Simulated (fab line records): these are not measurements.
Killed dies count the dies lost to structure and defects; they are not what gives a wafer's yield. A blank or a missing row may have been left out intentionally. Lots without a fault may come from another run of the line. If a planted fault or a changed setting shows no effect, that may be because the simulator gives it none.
A struck lot beside a sound one -- flow n5-finfet -- 37 steps out of a route of 1938
Sound: the wafers L793.1, L793.3, L793.4. Struck: wafer L782.5 (left out: L782.1, a lot-mate that was not struck); the cause follows at the end.
For every step that has rows: the tool of each side, followed by ch and its chambers, followed by its first start. Under that, the readings that differ: sound wafers -- struck wafers -- difference of the means -- sigmas: that difference in standard deviations of wafers without a fault.
alike: readings whose means differ by less than 2 such deviations, and words and numbers that are the same on both sides. not compared: withheld readings, readings that some wafer has no value for, bounds like >300 that may hide the same value, and numbers for which the record gives no deviation and whose values overlap.
Wherever a step has rows on one side only, a row that says differs or no value, or a row with sigmas, the two part there. Numbers that have no deviation but don't overlap get no sigmas and don't part them. A reading that every wafer of one side lacks parts them only if that side has two wafers or more.

first, 8 steps without rows for these wafers: N5_BEOL_M1_ECD_50 (material Cu, target thk 300 nm); N5_BEOL_M1_ANNEAL_51 (time 90 s); N5_BEOL_M1_CMP_52 (polishes, stops on SiOC, t overpolish 6.8 s, target thk 40 nm); N5_BEOL_M1_PRE_CLEAN_60 (time 15 s); N5_BEOL_M1_CO_CAP_55 (material Co, precursor CCTBA/H2, target thk 2 nm, time 102.1 s); N5_BEOL_M1_PRE_CLEAN_56 (time 15 s); N5_BEOL_M1_DEP_57 (deposits SiCN from 3MS/NH3, target thk 8 nm, time 14 s); N5_BEOL_M2_ILD_DEP_00 (deposits SiOC from DEMS/O2, target thk 79 nm, time 15.3 s).
N5_BEOL_M2_PECVD_72: deposits SiO2 from TEOS/O2, target thk 16 nm, time 18 s.
  sound on pecvd-02 ch 0,2, day 11 19:30; struck on pecvd-04 ch 0, day 9 21:35
reading,sound,struck,difference,sigmas
heater-power-w (W),610 655 662,917,+275,+3
model.SiO2_of_BEOL_M2_PECVD_72.thk-nm (nm),15.8 16.4 16.8,13,-3,
  alike: showerhead-plenum-p-Torr, throttle-valve-pct
then, 25 steps without rows for these wafers: N5_BEOL_M2_HM_DEP_02 (deposits TiN, target thk 20 nm); N5_BEOL_M2_COAT_61 (time 60 s, resist thk 60 nm); N5_BEOL_M2_COAT_62 (time 60 s, resist thk 12 nm); N5_BEOL_M2_COAT_73 (time 60 s, resist thk 5 nm); N5_BEOL_M2_COAT_05 (resist thk 30 nm); N5_BEOL_M2_EBR_07; N5_BEOL_M2_SOFTBAKE_06 (time 60 s); N5_BEOL_M2_EXPOSE_08 (exposes mask M2); N5_BEOL_M2_PEB_09 (peb time 60 s); N5_BEOL_M2_DEVELOP_10 (develop time 30 s); N5_BEOL_M2_DESCUM_16 (chemistry O2, time 7 s); N5_BEOL_M2_ETCH_74 (etches underlayer in N2/H2, target depth 6.5 nm, time 5.2 s); N5_BEOL_M2_ETCH_63 (etches SiARC in CF4, target depth 15.6 nm, time 26 s); N5_BEOL_M2_ETCH_64 (etches SOC in N2/H2, target depth 75 nm, overetch 22.5 nm, time 121.9 s); N5_BEOL_M2_STRIP_65 (strips in N2/H2); N5_BEOL_M2_STRIP_75 (strips in N2/H2); N5_BEOL_M2_STRIP_66 (strips in CF4); N5_BEOL_M2_HM_OPEN_17 (chemistry Cl2/BCl3, target TiN, target depth 20 nm, overetch 6 nm); N5_BEOL_M2_STRIP_19 (strips in O2); N5_BEOL_M2_COAT_67 (time 60 s, resist thk 60 nm); N5_BEOL_M2_COAT_68 (time 60 s, resist thk 12 nm); N5_BEOL_M2_COAT_76 (time 60 s, resist thk 5 nm); N5_BEOL_M2_COAT_22 (resist thk 30 nm); N5_BEOL_M2_EBR_24; N5_BEOL_M2_SOFTBAKE_23 (time 60 s).
N5_BEOL_M2_HM_STRIP_39: strips TiN in peroxide tin strip, target depth 25 nm, time 158 s.
  sound on wet-bench-03 ch 2,3,4, day 12 20:17; struck on wet-bench-03 ch 1, day 10 22:35
reading,sound,struck,difference,sigmas
model.SiO2_of_BEOL_M2_PECVD_72.thk-nm (nm),15.8 16.2 16.6,12.8,-3.4,
N5_BEOL_M2_CMP_52: polishes, stops on SiOC, t overpolish 6.8 s, target thk 40 nm.
  sound on cmp-01 ch 0,1,3, day 13 00:07; struck on cmp-03 ch 2, day 11 03:29
reading,sound,struck,difference,sigmas
barrier-field-endpoint-s (s),24.2 24.8 25.7,20.0,-4.9,-8
  alike: edge-zone-pressure-frac, motor-current-A
-- the record jumps here: 2 days lie between the struck wafers' starts before and after (it left off in module BEOL_M2 and takes up again in module BEOL_M4, whose first step shown is number 1111 of the route) --
N5_BEOL_M4_RC_MEAS_101:
  sound on prober-02 ch 0, day 15 06:32; struck on prober-02 ch 0, day 13 03:38
reading,sound,struck,difference,sigmas
ION_P (uA/um),470 473 474,454,-18,-2
VT_N (mV),248.9 251.4 245.2,254.9,+6.4,+2
VT_P (mV),-245 -248 -248,-255,-8,-2
  alike: DIBL_N, DIBL_P, IOFF_N, IOFF_P, ION_N, SS_N, SS_P

## WHERE THEY PART
At N5_BEOL_M2_PECVD_72 first; at N5_BEOL_M4_RC_MEAS_101 last (within this record only).

WHY: what had been put in by the simulator
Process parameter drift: pecvd-04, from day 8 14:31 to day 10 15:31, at N5_BEOL_M2_PECVD_72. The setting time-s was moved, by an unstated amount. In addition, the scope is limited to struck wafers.
